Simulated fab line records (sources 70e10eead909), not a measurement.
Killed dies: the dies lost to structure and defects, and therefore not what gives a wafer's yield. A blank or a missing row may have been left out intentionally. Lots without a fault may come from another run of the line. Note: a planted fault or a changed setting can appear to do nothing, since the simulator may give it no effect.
Problem report in the 8D (eight disciplines) form, filled by code | flow nand harc | the parts of the form that need people (team, actions taken, sign-off) are left out

## 1. WHAT WENT WRONG
thk nm at NHARC_A_DECK1_JOINT_THK_MEAS_17 reads a mean of 37.1 nm on 3 wafers of 2 lots; wafers without a fault read 45.1 nm with a standard deviation of 1.1. Relative to the usual mean, that is a shift of -7.3 standard deviations.
The step: measures by ellipsometry.
First observed at day 16 13:23: wafer L599.6, on film metro-01. The record has a number at this step for 36 wafers belonging to 12 lots. Rule for "out", or "out of limits": more than 4 standard deviations from the usual mean. The rest of the wafers with a number are treated as sound.

## 2. WHAT THIS IS AND IS NOT
question                    | is                     | is not
which readings at this step | thk nm                 | -
which lots                  | L599, L600             | L589, L590, L592, L594, L595, L596, L597, L608, L611, L612
which wafers of those lots  | L599.6, L600.3, L600.6 | L599.3, L599.5, L600.5
read on which gauges        | film metro-01          | film metro-02
when                        | from day 16 13:23      | up to then (23 sound wafers); but 10 sound wafers of L600, L608, L611, L612 came after

## 3. WHAT RULES OUT EACH SUSPECT
Counting: a tool at a process step up to the reading stays a suspect if it ran every lot that is out. Sound lots after the first of them don't rule it out here, since some wafers of a struck lot are sound.
- the gauge at NHARC_A_DECK1_JOINT_THK_MEAS_17 is ruled out. All the wafers that are out were read on film metro-01, but those of them that NHARC_A_DECK1_JOINT_DEP_16 has rows for are out there too, on other tools.
- pecvd-02 at NHARC_A_DECK1_JOINT_DEP_16 (deposits SiO2, target thk 45 nm): kept. Ran every lot that is out, first one L599 (day 16 13:06); last sound lot up to then L596 (day 14 19:46). On those wafers its own readings are out: mfc precursor sccm.
- Within pecvd-02 at NHARC_A_DECK1_JOINT_DEP_16: the wafers that are out ran in chamber 0; their sound lot-mates ran in chambers 1, 2.
Remaining after the count: pecvd-02 at NHARC_A_DECK1_JOINT_DEP_16.

## 4. THE CAUSE (what the simulator had put in)
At NHARC_A_DECK1_JOINT_DEP_16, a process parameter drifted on pecvd-02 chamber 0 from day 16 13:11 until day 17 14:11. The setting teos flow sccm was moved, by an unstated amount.
This tool alone remained once counting was done.

## 5. THE EFFECT CHAIN, in route order
One row per reading whose mean, taken over the struck wafers that have a number, lies over 3 standard deviations from the usual. Only readings whose record carries a usual standard deviation are examined. hours: median over the lots of the time between each lot's start at the first step of this table that gives one and its start at this step. sigmas: the change, counted in usual standard deviations.
hours | step                            | reading            | usual      | on struck wafers | change | sigmas
0     | NHARC_A_DECK1_JOINT_DEP_16      | mfc precursor sccm | 161.4 sccm | 132.5            | -28.9  | -66
0     | NHARC_A_DECK1_JOINT_THK_MEAS_17 | thk nm             | 45.1 nm    | 37.1             | -8.0   | -7.3
Process steps it contains:
- NHARC_A_DECK1_JOINT_DEP_16: deposits SiO2, target thk 45 nm.
Later measuring or inspecting steps at which every struck wafer that the step has a row for has a number for every such reading, and none has moved that far: NHARC_A_ONON_D2_THK_MEAS_11.

## 6. WHAT WOULD HAVE CAUGHT IT SOONER
In this record the first reading out of limits at a measuring or inspecting step was taken at day 16 13:23, 0 hours after the fault began at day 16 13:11.
At NHARC_A_DECK1_JOINT_DEP_16, the tool's own readings (mfc precursor sccm) were out on each struck wafer the step has a row for, so an alarm limit on them would have fired on the first such wafer.
Lots out: 2; all had begun NHARC_A_DECK1_JOINT_DEP_16 on pecvd-02 by day 16 13:23. A hold on the tool at that time would have spared none of them.
